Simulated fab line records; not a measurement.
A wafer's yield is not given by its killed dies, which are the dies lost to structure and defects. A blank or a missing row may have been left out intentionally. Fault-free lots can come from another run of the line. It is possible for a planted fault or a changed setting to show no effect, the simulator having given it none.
Matching of chambers | flow n5_finfet | N5_BEOL_M10_ETCH_62 on rie_diel-04 has 4 sister chambers
The step etches SOC in N2/H2, target depth 110 nm, overetch 22 nm, time 165 s. 20 wafers are shown with their chamber, then 10 later ones without.

== WAFERS WITH THEIR CHAMBER ==
wafer  | chamber | showerhead_plenum_p_Torr (Torr) | drypump_motor_current_A (A) | rf_vpp_V (V)
L075.1 | 2       | 2.51                            | 6.3                         | 523.2
L075.2 | 3       | 2.45                            | 6.1                         | 520.4
L075.3 | 1       | 2.61                            | 6.1                         | 527.3
L078.2 | 0       | 2.62                            | 6.6                         | 525.6
L078.3 | 3       | 2.44                            | 6.1                         | 520.6
L078.6 | 0       | 2.62                            | 6.6                         | 525.7
L083.2 | 1       | 2.61                            | 6.1                         | 526.2
L083.4 | 0       | 2.61                            | 6.6                         | 527.1
L083.6 | 1       | 2.61                            | 6.1                         | 527.4
L084.1 | 3       | 2.44                            | 6.0                         | 520.2
L084.2 | 1       | 2.61                            | 6.1                         | 525.7
L084.6 | 0       | 2.61                            | 6.6                         | 524.1
L089.1 | 0       | 2.60                            | 6.6                         | 526.7
L089.3 | 3       | 2.43                            | 6.1                         | 520.9
L089.4 | 0       | 2.60                            | 6.6                         | 526.5
L086.1 | 0       | 2.60                            | 6.6                         | 525.4
L086.2 | 2       | 2.50                            | 6.4                         | 521.5
L086.4 | 3       | 2.43                            | 6.1                         | 520.6
L090.3 | 2       | 2.50                            | 6.3                         | 521.8
L090.5 | 1       | 2.60                            | 6.1                         | 523.6

SIGNATURES (averages over the wafers above)
reading                  | chamber 0 | chamber 1 | chamber 2 | chamber 3 | scatter within a chamber
showerhead_plenum_p_Torr | 2.6086    | 2.6080    | 2.5033    | 2.4380    | 0.00755
drypump_motor_current_A  | 6.600     | 6.100     | 6.333     | 6.080     | 0.0303
rf_vpp_V                 | 525.871   | 526.040   | 522.167   | 520.540   | 1.05
Rule: distance of a wafer from a chamber = root of the sum over the readings of ((wafer's reading minus chamber's mean) / reading's scatter) squared. The wafer belongs to the nearest chamber; if the next one is less than 2 further off, it can't be placed. How the scatter is found: for the shown wafers, subtract from each reading the mean of its chamber, square and add these, divide the total by (wafers less chambers), then take the root.

== WAFERS WITH NO CHAMBER GIVEN ==
wafer  | showerhead_plenum_p_Torr (Torr) | drypump_motor_current_A (A) | rf_vpp_V (V)
L090.6 | 2.60                            | 6.6                         | 525.7
L093.1 | 2.43                            | 6.1                         | 520.9
L093.4 | 2.60                            | 6.6                         | 524.5
L093.6 | 2.60                            | 6.6                         | 525.7
L094.1 | 2.59                            | 6.1                         | 524.8
L094.2 | 2.50                            | 6.4                         | 522.2
L094.6 | 2.43                            | 6.1                         | 519.6
L097.1 | 2.59                            | 6.1                         | 526.1
L097.2 | 2.49                            | 6.3                         | 523.7
L097.3 | 2.60                            | 6.6                         | 523.8

== THE CHAMBER EACH PASSED THROUGH ==
wafer  | from the rows above | in truth
L090.6 | 0                   | 0
L093.1 | 3                   | 3
L093.4 | 0                   | 0
L093.6 | 0                   | 0
L094.1 | 1                   | 1
L094.2 | 2                   | 2
L094.6 | 3                   | 3
L097.1 | 1                   | 1
L097.2 | 2                   | 2
L097.3 | 0                   | 0
Placed correctly: 10 of 10. Not placeable from these rows: 0. Placed wrongly: 0.
